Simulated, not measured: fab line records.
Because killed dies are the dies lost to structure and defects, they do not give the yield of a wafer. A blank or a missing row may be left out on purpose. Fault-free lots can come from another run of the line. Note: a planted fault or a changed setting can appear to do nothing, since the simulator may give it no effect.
Which tool did it? | flow n5Finfet | 10 lots with 29 wafers sampled at 5 steps, on a route of 1938 steps

== WHAT THE GAUGES READ, wafer by wafer ==
N5_HKMG_FIN_THK_MEAS_70: measures by xrf. Usual: for HK_THK the level is 1.611 nm and the standard deviation is 0.021.
lot  | measured    | on           | HK_THK (nm)       | flag
L338 | day 4 12:46 | filmMetro-02 | 1.609 1.615 1.600 | 
L340 | day 4 20:27 | filmMetro-01 | 1.614 1.603 1.595 | 
L344 | day 5 20:50 | filmMetro-02 | 1.607 1.650 1.596 | 
L345 | day 6 06:05 | filmMetro-02 | 1.582 1.617 1.603 | 
L347 | day 6 15:19 | filmMetro-02 | 1.644 1.572 1.601 | 
L348 | day 6 18:02 | filmMetro-02 | 1.624 1.627 1.588 | 
L349 | day 7 03:50 | filmMetro-01 | 1.597 1.607 1.616 | 
L352 | day 7 23:07 | filmMetro-02 | 1.591 1.585 1.591 | 
L353 | day 8 01:43 | filmMetro-02 | 1.591 1.600 1.561 | 
L360 | day 9 22:20 | filmMetro-01 | 1.592 1.637       | 

N5_BEOL_M4_RC_MEAS_101. Usual: DIBL_N 36.1 mV/V, standard deviation 2; DIBL_P 36.3 mV/V, standard deviation 2.5; IOFF_N 0.16 nA/um, standard deviation 0.037; IOFF_P 0.21 nA/um, standard deviation 0.039; ION_N 678 uA/um, standard deviation 15; ION_P 465 uA/um, standard deviation 8.7; SS_N 71.4 mV/dec, standard deviation 0.7; SS_P 73.3 mV/dec, standard deviation 0.74; VT_N 249 mV, standard deviation 3.6; VT_P -250.0 mV, standard deviation 2.9.
lot  | measured     | on        | DIBL_N (mV/V)  | DIBL_P (mV/V)  | IOFF_N (nA/um) | IOFF_P (nA/um) | ION_N (uA/um) | ION_P (uA/um) | SS_N (mV/dec)  | SS_P (mV/dec)  | VT_N (mV)   | VT_P (mV)            | flag
L338 | day 8 10:25  | prober-02 | 38.3 35.3 35.2 | 39.1 35.5 36.0 | 0.24 0.16 0.16 | 0.29 0.22 0.23 | 711 670 671   | 482 465 465   | 71.9 71.7 71.8 | 73.6 71.8 72.8 | 241 249 245 | -245.8 -248.4 -249.0 | 
L340 | day 8 13:13  | prober-02 | 33.3 36.9 33.6 | 30.4 35.9 30.2 | 0.09 0.14 0.09 | 0.15 0.21 0.14 | 643 684 642   | 452 470 443   | 70.6 71.0 70.6 | 72.3 72.7 71.8 | 257 250 258 | -252.8 -250.1 -255.9 | 
L344 | day 9 07:47  | prober-02 | 32.3 34.5 37.8 | 30.4 33.9 38.5 | 0.09 0.12 0.17 | 0.14 0.18 0.25 | 653 666 672   | 459 465 467   | 70.1 71.4 71.9 | 71.2 73.0 73.8 | 257 251 248 | -253.7 -250.1 -247.8 | 
L345 | day 10 17:14 | prober-02 | 38.9 35.9 36.7 | 40.1 37.6 38.4 | 0.20 0.15 0.16 | 0.21 0.18 0.19 | 675 673 670   | 456 453 452   | 72.3 71.5 72.0 | 73.5 72.7 72.8 | 250 252 252 | -253.0 -254.6 -253.3 | 
L347 | day 10 22:55 | prober-02 | 34.5 36.6 36.0 | 33.9 35.8 35.6 | 0.13 0.16 0.16 | 0.19 0.22 0.21 | 677 685 683   | 467 462 465   | 71.6 72.0 71.9 | 73.5 73.9 73.1 | 249 246 247 | -249.3 -250.9 -249.6 | 
L348 | day 11 15:52 | prober-01 | 34.2 35.7 39.3 | 32.9 34.2 38.5 | 0.12 0.14 0.20 | 0.19 0.20 0.28 | 666 675 667   | 463 466 456   | 70.9 71.2 73.3 | 72.2 73.9 73.9 | 253 252 247 | -250.1 -249.2 -248.1 | 
L349 | day 11 16:26 | prober-02 | 38.8 33.9 38.7 | 41.2 34.1 39.1 | 0.25 0.13 0.23 | 0.32 0.19 0.27 | 705 680 697   | 485 468 474   | 72.3 70.7 72.0 | 73.9 72.6 73.4 | 243 249 244 | -243.5 -252.0 -249.4 | 
L352 | day 12 21:02 | prober-02 | 38.7 37.1 38.4 | 38.7 37.5 39.5 | 0.22 0.20 0.22 | 0.25 0.23 0.27 | 690 690 697   | 463 469 469   | 72.0 71.7 72.0 | 74.1 72.8 74.3 | 246 246 242 | -247.5 -248.3 -247.3 | 
L353 | day 12 19:57 | prober-02 | 32.4 35.0 32.9 | 32.2 36.2 34.0 | 0.11 0.15 0.13 | 0.13 0.18 0.16 | 660 670 675   | 448 458 461   | 70.8 71.6 70.4 | 71.7 73.5 71.8 | 252 250 248 | -256.9 -254.3 -254.9 | 
L360 | day 14 01:16 | prober-02 | 34.2 36.9      | 34.1 37.5      | 0.13 0.16      | 0.18 0.23      | 676 672       | 466 468       | 70.1 71.6      | 73.3 74.1      | 251 251     | -251.3 -249.1        | 

== EACH LOT AND THE TOOL THAT RAN IT (in order: tool; ch and the chambers of the sampled wafers; start) ==
lot  | N5_HKMG_FIN_ETCH_67              | N5_HKMG_FIN_ALD_21                | N5_GATE_CUT_ETCH_56
L338 | rieDiel-04 ch 0,1,3, day 4 16:16 | aldMetal-04 ch 1,2,3, day 4 17:01 | rieMetal-02 ch 0,1, day 4 18:25
L340 | rieDiel-06 ch 2,3, day 4 23:41   | aldMetal-02 ch 1,2, day 5 00:26   | rieMetal-01 ch 0,1, day 5 01:52
L344 | rieDiel-06 ch 0,2, day 6 00:25   | aldMetal-03 ch 0,2,3, day 6 01:09 | rieMetal-01 ch 0, day 6 02:50
L345 | rieDiel-04 ch 0,1,3, day 6 09:21 | aldMetal-04 ch 0,1,2, day 6 10:05 | rieMetal-03 ch 0,1, day 6 11:31
L347 | rieDiel-04 ch 1,2, day 6 18:48   | aldMetal-02 ch 1,2,3, day 6 19:32 | rieMetal-03 ch 0,1, day 6 20:56
L348 | rieDiel-06 ch 1,3, day 6 21:28   | aldMetal-03 ch 0,3, day 6 22:12   | rieMetal-01 ch 0,1, day 6 23:36
L349 | rieDiel-05 ch 2,3, day 7 07:05   | aldMetal-03 ch 1,2,3, day 7 07:52 | rieMetal-01 ch 0,1, day 7 09:16
L352 | rieDiel-05 ch 1,2,3, day 8 02:46 | aldMetal-04 ch 1,3, day 8 03:31   | rieMetal-01 ch 0, day 8 04:56
L353 | rieDiel-04 ch 1,2,3, day 8 05:11 | aldMetal-03 ch 1,3, day 8 05:58   | rieMetal-03 ch 0,1, day 8 07:22
L360 | rieDiel-04 ch 0,1, day 10 01:42  | aldMetal-04 ch 1,3, day 10 02:28  | rieMetal-03 ch 0,1, day 10 03:52
- N5_HKMG_FIN_ETCH_67: etches SOC in N2/H2, stops on TiN, target depth 388.9 nm.
- N5_HKMG_FIN_ALD_21: deposits TiN, target thk 1.5 nm, pulse time 1 s, purge time 3 s.
- N5_GATE_CUT_ETCH_56: etches TiN in Cl2/Ar, target depth 21.6 nm.

== WHAT THE TOOLS THEMSELVES READ (means of the sampled wafers that have a number; where no wafer has one, the mark that the record gives instead) ==
N5_HKMG_FIN_ETCH_67. Usual: drypumpMotorCurrentA 5.8 A, standard deviation 0.4; oesProductAu 0.77 a.u., standard deviation 0.097; rfFwdPowerW 844.2 W, standard deviation 2.9; rfVppV 241.1 V, standard deviation 1.2; showerheadPlenumPTorr 2.58 Torr, standard deviation 0.071; throttleValvePct 17.86 %, standard deviation 0.27.
lot  | tool       | drypumpMotorCurrentA (A) | oesProductAu (a.u.) | rfFwdPowerW (W) | rfVppV (V) | showerheadPlenumPTorr (Torr) | throttleValvePct (%) | flag
L338 | rieDiel-04 | 5.3                      | 0.72                | 840.7           | 240.9      | 2.59                         | 18.04                | 
L340 | rieDiel-06 | 5.9                      | 0.68                | 843.2           | 241.5      | 2.61                         | 17.81                | 
L344 | rieDiel-06 | 6.0                      | 0.69                | 844.2           | 240.9      | 2.53                         | 17.76                | 
L345 | rieDiel-04 | 5.4                      | 0.70                | 845.4           | 241.0      | 2.58                         | 18.05                | 
L347 | rieDiel-04 | 5.5                      | 0.75                | 844.3           | 242.0      | 2.65                         | 18.01                | 
L348 | rieDiel-06 | 6.0                      | 0.84                | 840.5           | 241.8      | 2.60                         | 17.53                | 
L349 | rieDiel-05 | 6.0                      | 0.72                | 843.4           | 241.6      | 2.58                         | 18.10                | 
L352 | rieDiel-05 | 6.0                      | 0.77                | 843.9           | 241.5      | 2.60                         | 17.86                | 
L353 | rieDiel-04 | 5.5                      | 0.74                | 846.9           | 240.8      | 2.60                         | 17.96                | 
L360 | rieDiel-04 | 5.3                      | 0.82                | 844.1           | 241.2      | 2.61                         | 17.91                | 

N5_HKMG_FIN_ALD_21. Usual: heaterPowerW 894 W, standard deviation 100; precursorPulseHeightRel 1.000, standard deviation 0.02.
lot  | tool        | heaterPowerW (W) | precursorPulseHeightRel | flag
L338 | aldMetal-04 | 842              | 1.005                   | 
L340 | aldMetal-02 | 855              | 1.023                   | 
L344 | aldMetal-03 | 852              | 0.997                   | 
L345 | aldMetal-04 | 923              | 0.998                   | 
L347 | aldMetal-02 | 852              | 0.983                   | 
L348 | aldMetal-03 | 834              | 1.015                   | 
L349 | aldMetal-03 | 903              | 1.001                   | 
L352 | aldMetal-04 | 929              | 1.001                   | 
L353 | aldMetal-03 | 937              | 0.985                   | 
L360 | aldMetal-04 | 920              | 0.994                   | 

N5_GATE_CUT_ETCH_56. Usual: drypumpMotorCurrentA 5.61 A, standard deviation 0.25; oes_ar_750_au 0.78 a.u., standard deviation 0.14; oesProductAu 0.78 a.u., standard deviation 0.14; rfFwdPowerW 595.0 W, standard deviation 2.2; throttleValvePct 21.20 %, standard deviation 0.19.
lot  | tool        | drypumpMotorCurrentA (A) | oes_ar_750_au (a.u.) | oesProductAu (a.u.) | rfFwdPowerW (W) | throttleValvePct (%) | flag
L338 | rieMetal-02 | 5.45                     | 0.61                 | 0.61                | 593.9           | 21.16                | 
L340 | rieMetal-01 | 5.68                     | 0.70                 | 0.70                | 594.6           | 21.40                | 
L344 | rieMetal-01 | 5.39                     | 0.89                 | 0.90                | 593.1           | 21.09                | 
L345 | rieMetal-03 | 5.83                     | 0.67                 | 0.66                | 594.5           | 21.24                | 
L347 | rieMetal-03 | 5.63                     | 0.71                 | 0.71                | 596.0           | 21.10                | 
L348 | rieMetal-01 | 5.70                     | 0.96                 | 0.95                | 597.9           | 21.31                | 
L349 | rieMetal-01 | 5.55                     | 0.68                 | 0.79                | 450.3           | 21.35                | OFF
L352 | rieMetal-01 | 5.40                     | 0.64                 | 0.77                | 450.4           | 21.25                | OFF
L353 | rieMetal-03 | 5.64                     | 0.69                 | 0.70                | 594.7           | 21.12                | 
L360 | rieMetal-03 | 5.72                     | 0.67                 | 0.67                | 594.5           | 21.20                | 

== THE ANSWER, worked out from the rows above alone ==
Rule: a lot counts as off when the mean over its wafers that have a number is more than 3 standard deviations away from the usual mean. A lot without any number at a reading at which 4 lots or more have one is off too. Where the step has rows for the other lots, those lots are counted as sound. First the gauges in route order, then the tools' own readings, where a lot's mean is used as printed above. At the first step where some lot is off, the reading lying furthest off is the one used; lots without a number count as furthest.
Off at N5_GATE_CUT_ETCH_56 (rfFwdPowerW): L349, L352.
A tool fits if, at that step or a process step before it, it ran every lot that is off, and no sound lot after the first of them. Undecided on this evidence; 2 tools fit (rieDiel-05 at N5_HKMG_FIN_ETCH_67, rieMetal-01 at N5_GATE_CUT_ETCH_56).

== WHAT THE SIMULATOR PUT IN ==
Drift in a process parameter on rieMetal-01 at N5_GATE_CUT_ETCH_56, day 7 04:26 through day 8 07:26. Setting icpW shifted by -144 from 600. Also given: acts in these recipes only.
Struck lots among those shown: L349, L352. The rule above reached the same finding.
